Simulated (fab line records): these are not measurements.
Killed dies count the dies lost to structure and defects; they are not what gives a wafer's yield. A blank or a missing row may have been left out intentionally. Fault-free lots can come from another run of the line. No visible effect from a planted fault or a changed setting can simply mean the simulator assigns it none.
fab line records | flow nand-harc
[record] lots = 12 | wafers = 36 | last-day = 33
route steps=1302 shown A_CONTACT@1064
lots with no fault: from the same line, run without faults
start-h: hours from the record's opening day to when the first of the lot's shown wafers began | wait-h: time in hours since the lot's previous step | " identical to the entry in the row above | L1.1+2: several wafers, shown together as one row | - no value present, or no start provided | * or withheld: withheld | < > ~ a bound
route shown NAME@n: a module of which the file shows steps, and the number in the route of the first | usual: average and standard deviation across the fault-free wafers | same: alike in all rows | chamber/n: place in a boat | sites: per-site readings | _std_site: how widely they spread, as a standard deviation | _edge_site: outer sites' mean less inner sites' | radius-mm: how far each site lies from the wafer's centre | mask NAME#n: copy n | behind: the last tool/chamber to shape the wafer | hold: reason for holding the lot/hours on hold/outcome of the hold | device: whichever transistor did not switch (one of n, p or np) | end of line: tests run on the same wafers once the route is complete | where a step has no rows: the recipe by itself | killed: the dies lost at the first sort to structure and to defects; this is not the yield of the wafer | map: a wafer's dies, x killed, . not, _ none there
set.NAME: the run value of the setting; set.NAME@STEP: its run value at that earlier step | model.NAME: the simulator's own value behind a step, which no gauge read
one table for each step of the route and one row for each wafer, over a sample of lots
services: from which hour (start-h, from the record's first day; less than 0 if before it) a tool's chamber was out of use, for how many hours, and why
[[steps]]
[step NHARC_A_CONTACT_STRIP_82]
[recipe] o2-flow-sccm = 500 | ar-flow-sccm = 0 | bias-w = 0 | chemistry = O2
[usual] drypump-motor-current-A = 5.7/0.46 | oes-product-au = 0.994/0.013 | rf-vpp-V = 57.6/0.9 | showerhead-plenum-p-Torr = 3.47/0.12 | throttle-valve-pct = 17.037/0.009
lot.wafer | tool        | chamber | start-h | wait-h | drypump-motor-current-A | oes-product-au | rf-hours-counter-h | rf-vpp-V | showerhead-plenum-p-Torr | throttle-valve-pct
L742.3    | rie-diel-06 | 0       | -       | -      | 6.1                     | 0.986          | 3                  | 57.9     | 3.37                     | 17.041
L742.4    | "           | 2       | "       | "      | 5.8                     | 0.977          | 4                  | 58.7     | 3.40                     | 17.028
L742.6    | "           | 3       | "       | "      | 5.9                     | 0.978          | -                  | 56.7     | 3.49                     | 17.041
L740.1    | rie-diel-01 | 3       | -       | -      | 6.3                     | 0.981          | 39                 | 56.4     | 3.31                     | 17.026
L740.5    | "           | 1       | "       | "      | 5.7                     | 1.003          | -                  | 58.1     | 3.62                     | 17.024
L740.6    | "           | 2       | "       | "      | 6.0                     | 1.001          | -                  | 58.8     | 3.45                     | 17.059
L747.1    | rie-diel-06 | 1       | -       | -      | 4.9                     | 0.984          | 12                 | 57.1     | 3.44                     | 17.049
L747.6    | "           | 0       | "       | "      | 6.2                     | 0.994          | -                  | 57.8     | 3.37                     | 17.045
L747.4    | "           | 3       | "       | "      | 5.9                     | 0.994          | -                  | 56.8     | 3.48                     | 17.040
L743.4    | rie-diel-06 | 1       | -       | -      | 4.8                     | 0.967          | -                  | 58.1     | 3.44                     | 17.034
L743.5    | "           | 3       | "       | "      | 5.9                     | 0.988          | -                  | 55.8     | 3.48                     | 17.029
L743.6    | "           | 0       | "       | "      | 6.2                     | 0.986          | -                  | 56.7     | 3.37                     | 17.039
L746.3    | rie-diel-13 | 2       | -       | -      | 6.1                     | 1.001          | 19                 | 58.8     | 3.70                     | 17.022
L746.4    | "           | 3       | "       | "      | 5.1                     | 0.989          | 18                 | 58.7     | 3.32                     | 17.015
L746.5    | "           | 3       | "       | "      | 5.1                     | 0.992          | -                  | 56.0     | 3.32                     | 17.049
L751.3    | rie-diel-01 | 0       | -       | -      | 5.9                     | 0.975          | 20                 | 57.4     | 3.53                     | 17.053
L751.6    | "           | 2       | "       | "      | 5.9                     | 1.007          | -                  | 58.6     | 3.43                     | 17.028
L751.5    | "           | 3       | "       | "      | 6.4                     | 1.003          | -                  | 57.0     | 3.29                     | 17.039
L752.4    | rie-diel-01 | 1       | -       | -      | 5.7                     | 1.013          | 32                 | 56.9     | 3.59                     | 17.034
L752.2    | "           | 3       | "       | "      | 6.3                     | 1.008          | 34                 | 56.4     | 3.29                     | 17.037
L752.6    | "           | 2       | "       | "      | 5.9                     | 1.000          | -                  | 59.7     | 3.43                     | 17.019
L758.1    | rie-diel-13 | 3       | -       | -      | 5.1                     | 1.000          | 46                 | 58.1     | 3.30                     | 17.043
L758.2    | "           | 0       | "       | "      | 5.9                     | 0.988          | 46                 | 58.2     | 3.58                     | 17.037
L758.5    | "           | 2       | "       | "      | 6.1                     | 1.017          | -                  | 58.1     | 3.69                     | 17.034
L757.2    | rie-diel-06 | 1       | -       | -      | 4.9                     | 0.988          | 0                  | 57.0     | 3.43                     | 17.048
L757.6    | "           | 1       | "       | "      | 4.9                     | 0.988          | -                  | 58.0     | 3.43                     | 17.030
L757.5    | "           | 2       | "       | "      | 5.9                     | 0.983          | -                  | 56.8     | 3.38                     | 17.031
L761.3    | rie-diel-06 | 2       | -       | -      | 5.9                     | 0.995          | 9                  | 59.3     | 3.38                     | 17.031
L761.5    | "           | 1       | "       | "      | 4.9                     | 0.987          | -                  | 58.5     | 3.43                     | 17.038
L761.6    | "           | 2       | "       | "      | 5.9                     | 0.990          | -                  | 59.0     | 3.38                     | 17.031
L762.2    | rie-diel-06 | 0       | -       | -      | 6.1                     | 0.997          | 9                  | 57.9     | 3.35                     | 17.043
L762.1    | "           | 2       | "       | "      | 5.8                     | 0.997          | 10                 | 57.6     | 3.38                     | 17.037
L762.5    | "           | 1       | "       | "      | 4.8                     | 0.990          | -                  | 56.8     | 3.42                     | 17.033
L763.3    | rie-diel-06 | 2       | -       | -      | 5.8                     | 0.999          | 11                 | 56.2     | 3.38                     | 17.032
L763.4    | "           | 0       | "       | "      | 6.2                     | 0.999          | 10                 | 57.9     | 3.35                     | 17.039
L763.5    | "           | 2       | "       | "      | 5.9                     | 0.997          | -                  | 57.7     | 3.38                     | 17.035
[step NHARC_A_CONTACT_CD_MEAS_08]
[recipe] target-cd-nm = 200 | landing-energy-ev = 500
[usual] cd-nm = 199.7/0.71
lot.wafer | tool      | chamber | start-h | wait-h | cd-nm
L742.3    | cd-sem-03 | 0       | 516.21  | -      | 199.5
L742.4    | "         | 0       | "       | "      | 199.8
L742.6    | "         | 0       | "       | "      | 200.1
L740.1    | cd-sem-03 | 0       | 522.60  | -      | 198.2
L740.5    | "         | 0       | "       | "      | 199.5
L740.6    | "         | 0       | "       | "      | 199.4
L747.1    | cd-sem-02 | 0       | 580.29  | -      | 199.9
L747.4    | "         | 0       | "       | "      | 197.7
L747.6    | "         | 0       | "       | "      | 199.6
L743.4    | cd-sem-01 | 0       | 582.18  | -      | 199.4
L743.5    | "         | 0       | "       | "      | 199.0
L743.6    | "         | 0       | "       | "      | 199.7
L746.3    | cd-sem-03 | 0       | 583.32  | -      | 199.5
L746.4    | "         | 0       | "       | "      | 199.6
L746.5    | "         | 0       | "       | "      | 199.9
L751.3    | cd-sem-02 | 0       | 639.34  | -      | 200.9
L751.5    | "         | 0       | "       | "      | 199.5
L751.6    | "         | 0       | "       | "      | 200.0
L752.2    | cd-sem-01 | 0       | 662.04  | -      | 199.1
L752.4    | "         | 0       | "       | "      | 199.5
L752.6    | "         | 0       | "       | "      | 199.0
L758.1    | cd-sem-01 | 0       | 680.79  | -      | 199.6
L758.2    | "         | 0       | "       | "      | 200.9
L758.5    | "         | 0       | "       | "      | 199.7
L757.2    | cd-sem-01 | 0       | 692.43  | -      | 198.5
L757.5    | "         | 0       | "       | "      | 199.4
L757.6    | "         | 0       | "       | "      | 199.6
L761.3    | cd-sem-03 | 0       | 732.75  | -      | 199.0
L761.5    | "         | 0       | "       | "      | 199.9
L761.6    | "         | 0       | "       | "      | 198.8
L762.1    | cd-sem-03 | 0       | 734.47  | -      | 199.6
L762.2    | "         | 0       | "       | "      | 200.2
L762.5    | "         | 0       | "       | "      | 200.8
L763.3    | cd-sem-01 | 0       | 742.29  | -      | 199.7
L763.4    | "         | 0       | "       | "      | 200.1
L763.5    | "         | 0       | "       | "      | 200.3
[step NHARC_A_CONTACT_ETCH_30]
[recipe] target-depth-a = 726 | time-s = 36.3 | cf4-flow-sccm = 100 | chf3-flow-sccm = 30 | ar-flow-sccm = 0 | rf-w = 500 | bias-w = 200 | chemistry = CF4/CHF3
[usual] cf4-flow-sccm = 100.01/0.3 | drypump-motor-current-A = 5.8/0.45 | oes-product-au = 0.928/0.02 | rf-fwd-power-W = 492.6/2.7 | rf-vpp-V = 369.1/1.7 | showerhead-plenum-p-Torr = 1.53/0.044 | throttle-valve-pct = 16.803/0.0099
lot.wafer | tool        | chamber | start-h | wait-h | cf4-flow-sccm | drypump-motor-current-A | oes-product-au | rf-fwd-power-W | rf-hours-counter-h | rf-vpp-V | showerhead-plenum-p-Torr | throttle-valve-pct
L742.3    | rie-diel-01 | 3       | 516.92  | -      | 100.20        | 6.3                     | 0.924          | 495.2          | 39                 | 367.6    | 1.48                     | 16.806
L742.4    | "           | 1       | "       | "      | 99.92         | 5.7                     | 0.945          | 493.7          | 41                 | 370.7    | 1.61                     | 16.806
L742.6    | "           | 2       | "       | "      | 99.78         | 5.9                     | 0.943          | 491.4          | -                  | 369.8    | 1.54                     | 16.792
L740.1    | rie-diel-06 | 1       | 523.32  | -      | 100.05        | 4.8                     | 0.909          | 493.8          | 6                  | 369.4    | 1.53                     | 16.805
L740.6    | "           | 3       | "       | "      | 100.44        | 5.9                     | 0.911          | 493.2          | -                  | 367.9    | 1.55                     | 16.798
L740.5    | "           | 0       | "       | "      | 99.97         | 6.1                     | 0.922          | 493.4          | -                  | 368.1    | 1.50                     | 16.817
L747.1    | rie-diel-01 | 1       | 581.11  | -      | 99.74         | 5.7                     | 0.983          | 495.2          | 6                  | 372.1    | 1.61                     | 16.794
L747.4    | "           | 0       | "       | "      | 99.63         | 5.9                     | 0.951          | 487.1          | -                  | 369.3    | 1.58                     | 16.814
L747.6    | "           | 3       | "       | "      | 100.54        | 6.3                     | 0.970          | 492.7          | -                  | 367.4    | 1.47                     | 16.792
L743.5    | rie-diel-06 | 3       | 582.99  | -      | 99.60         | 5.9                     | 0.924          | 494.8          | -                  | 369.7    | 1.55                     | 16.797
L743.4    | "           | 0       | "       | "      | 99.93         | 6.1                     | 0.915          | 491.3          | -                  | 369.1    | 1.50                     | 16.797
L743.6    | "           | 1       | "       | "      | 99.79         | 4.8                     | 0.908          | 493.8          | -                  | 369.0    | 1.53                     | 16.811
L746.3    | rie-diel-01 | 0       | 584.20  | -      | 100.25        | 5.9                     | 0.945          | 489.0          | 9                  | 371.7    | 1.58                     | 16.794
L746.4    | "           | 3       | "       | "      | 99.85         | 6.3                     | 0.968          | 491.1          | -                  | 367.6    | 1.47                     | 16.819
L746.5    | "           | 1       | "       | "      | 100.46        | 5.7                     | 0.996          | 494.5          | -                  | 372.4    | 1.61                     | 16.793
L751.3    | rie-diel-01 | 1       | 640.42  | -      | 99.91         | 5.6                     | 1.038          | 573.3          | 23                 | 371.3    | 1.61                     | 16.801
L751.6    | "           | 3       | "       | "      | 100.34        | 6.3                     | 1.026          | 572.8          | -                  | 367.8    | 1.47                     | 16.808
L751.5    | "           | 0       | "       | "      | 100.08        | 5.9                     | 0.997          | 566.4          | -                  | 371.8    | 1.58                     | 16.790
L752.2    | rie-diel-01 | 3       | 662.94  | -      | 99.66         | 6.3                     | 1.018          | 573.9          | 36                 | 366.1    | 1.46                     | 16.808
L752.4    | "           | 0       | "       | "      | 99.91         | 5.9                     | 0.997          | 568.4          | 34                 | 372.1    | 1.57                     | 16.808
L752.6    | "           | 2       | "       | "      | 100.16        | 5.9                     | 1.014          | 567.9          | -                  | 369.7    | 1.53                     | 16.803
L758.2    | rie-diel-06 | 0       | 681.61  | -      | 99.94         | 6.1                     | 0.960          | 493.0          | 1                  | 367.9    | 1.49                     | 16.797
L758.1    | "           | 2       | "       | "      | 99.96         | 5.8                     | 0.961          | 492.2          | 1                  | 366.8    | 1.51                     | 16.811
L758.5    | "           | 3       | "       | "      | 99.66         | 5.9                     | 0.951          | 495.4          | -                  | 369.8    | 1.55                     | 16.805
L757.2    | rie-diel-06 | 1       | 693.14  | -      | 100.04        | 4.8                     | 0.922          | 497.4          | 2                  | 369.3    | 1.53                     | 16.810
L757.6    | "           | 0       | "       | "      | 100.45        | 6.1                     | 0.926          | 489.4          | -                  | 368.7    | 1.49                     | 16.794
L757.5    | "           | 1       | "       | "      | 99.92         | 4.8                     | 0.932          | 496.4          | -                  | 368.7    | 1.53                     | 16.780
L761.3    | rie-diel-06 | 3       | 733.46  | -      | 99.61         | 5.9                     | 0.915          | 493.6          | 9                  | 369.7    | 1.54                     | 16.802
L761.6    | "           | 1       | "       | "      | 99.89         | 4.8                     | 0.920          | 495.2          | -                  | 369.3    | 1.53                     | 16.797
L761.5    | "           | 2       | "       | "      | 99.86         | 5.8                     | 0.920          | 492.2          | -                  | 369.1    | 1.51                     | 16.814
L762.2    | rie-diel-06 | 1       | 735.18  | -      | 99.91         | 4.8                     | 0.909          | 495.4          | 8                  | 368.6    | 1.53                     | 16.793
L762.1    | "           | 2       | "       | "      | 100.62        | 5.8                     | 0.930          | 491.6          | 10                 | 368.4    | 1.51                     | 16.791
L762.5    | "           | 0       | "       | "      | 100.13        | 6.2                     | 0.925          | 492.7          | -                  | 369.4    | 1.49                     | 16.803
L763.4    | rie-diel-06 | 0       | 742.99  | -      | 99.92         | 6.1                     | 0.946          | 492.9          | 11                 | 368.5    | 1.49                     | 16.810
L763.3    | "           | 2       | "       | "      | 100.08        | 5.8                     | 0.929          | 491.7          | 11                 | 368.9    | 1.51                     | 16.787
L763.5    | "           | 0       | "       | "      | 99.39         | 6.1                     | 0.948          | 489.9          | -                  | 367.1    | 1.49                     | 16.807
[step NHARC_A_CONTACT_ETCH_134]
[recipe] source-w = withheld | pressure-mtorr = 20 | bias-v = withheld | time-s = 140 | target-depth-a = 7000 | ar-flow-sccm = withheld | c4f8-flow-sccm = withheld | o2-flow-sccm = withheld | chemistry = C4F8/O2/Ar
lot.wafer | tool            | chamber | start-h | wait-h | rf-hours-counter-h
L742.4    | har-cap-etch-02 | 0       | 517.60  | -      | -
L742.3    | "               | 1       | "       | "      | -
L742.6    | "               | 1       | "       | "      | -
L740.1    | har-cap-etch-01 | 0       | 523.91  | -      | 1
L740.6    | "               | 0       | "       | "      | -
L740.5    | "               | 1       | "       | "      | -
L747.1    | har-cap-etch-01 | 0       | 581.82  | -      | 11
L747.4    | "               | 1       | "       | "      | -
L747.6    | "               | 0       | "       | "      | -
L743.4    | har-cap-etch-03 | 1       | 583.79  | -      | -
L743.6    | "               | 0       | "       | "      | -
L743.5    | "               | 1       | "       | "      | -
L746.3    | har-cap-etch-02 | 0       | 584.97  | -      | -
L746.4    | "               | 1       | "       | "      | -
L746.5    | "               | 0       | "       | "      | -
L751.3    | har-cap-etch-01 | 0       | 641.08  | -      | -
L751.6    | "               | 0       | "       | "      | -
L751.5    | "               | 1       | "       | "      | -
L752.2    | har-cap-etch-03 | 0       | 663.53  | -      | 72
L752.4    | "               | 0       | "       | "      | -
L752.6    | "               | 1       | "       | "      | -
L758.1    | har-cap-etch-02 | 0       | 682.31  | -      | 115
L758.2    | "               | 1       | "       | "      | 115
L758.5    | "               | 0       | "       | "      | -
L757.2    | har-cap-etch-03 | 1       | 693.77  | -      | 78
L757.6    | "               | 0       | "       | "      | -
L757.5    | "               | 1       | "       | "      | -
L761.3    | har-cap-etch-02 | 1       | 734.12  | -      | -
L761.6    | "               | 1       | "       | "      | -
L761.5    | "               | 0       | "       | "      | -
L762.2    | har-cap-etch-03 | 0       | 735.78  | -      | 83
L762.1    | "               | 1       | "       | "      | 83
L762.5    | "               | 1       | "       | "      | -
L763.3    | har-cap-etch-02 | 0       | 743.65  | -      | -
L763.4    | "               | 1       | "       | "      | -
L763.5    | "               | 0       | "       | "      | -
[[services]]
tool            | chamber | start-h | hours | kind
rie-diel-06     | 0       | 493.20  | -     | clean
rie-diel-06     | 1       | 493.20  | -     | clean
rie-diel-06     | 2       | 493.20  | -     | clean
rie-diel-06     | 3       | 493.20  | -     | clean
har-cap-etch-01 | -       | 499.38  | 17.0  | pm
rie-diel-13     | 3       | 517.00  | 2.9   | repair
rie-diel-06     | 0       | 517.70  | -     | clean
rie-diel-06     | 1       | 517.70  | -     | clean
rie-diel-13     | 2       | 518.14  | 4.1   | repair
rie-diel-13     | -       | 520.08  | 9.0   | pm
har-cap-etch-01 | -       | 530.88  | 0.3   | repair
rie-diel-01     | -       | 557.83  | 9.0   | pm
rie-diel-01     | 2       | 573.91  | 10.4  | repair
rie-diel-13     | -       | 586.75  | 0.2   | repair
rie-diel-01     | 0       | 630.12  | 3.1   | repair
har-cap-etch-03 | -       | 632.38  | 0.8   | repair
har-cap-etch-01 | -       | 638.77  | 0.6   | repair
har-cap-etch-03 | -       | 642.38  | 2.3   | repair
rie-diel-06     | -       | 660.48  | 0.3   | repair
rie-diel-06     | -       | 661.31  | 9.0   | pm
rie-diel-01     | 0       | 665.61  | 2.4   | repair
rie-diel-06     | 1       | 670.89  | 15.1  | repair
rie-diel-13     | -       | 697.16  | 9.0   | pm
rie-diel-01     | -       | 734.83  | 9.0   | pm
[[key]]
[first-sign] step = NHARC_A_CONTACT_ETCH_30 | reading = rf-fwd-power-W | direction = up | sigmas = 29 | usual = * | struck = *
[effect] step = NHARC_A_CONTACT_ETCH_30 | reading = oes-product-au | direction = up | sigmas = 4.4 | usual = 0.928 | struck = 1.015
met-at NHARC_A_CONTACT_ETCH_30
struck-lots L751,L752
tester-left-out L751,L752
not-acting-at NHARC_A_CONTACT_STRIP_82,NHARC_A_CONTACT_CD_MEAS_08,NHARC_A_CONTACT_ETCH_134
onset-between 584.20 640.42
[earlier-fault] kind = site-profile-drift | tool = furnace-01 | chamber = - | onset-h = 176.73 | steps = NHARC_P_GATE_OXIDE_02 | basis = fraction | max-abs-drift = 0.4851 | slope-share-per-hr = 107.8 | site-pattern = 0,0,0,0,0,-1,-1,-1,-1
[fault] kind = process-parameter-drift | tool = rie-diel-01 | chamber = - | onset-h = 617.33 | steps = NHARC_A_CONTACT_ETCH_30 | channel = rf-w | offset = * | shape = step | end-h = 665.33 | acts-in = * | stated = *
// tester-left-out: of these lots the tester's yield and bins aren't shown, on N5 and GAA mostly nor the transistor test; their killed dies are dies lost to structure and defects alone, not to doping, threshold or leakage, so they don't give the yield
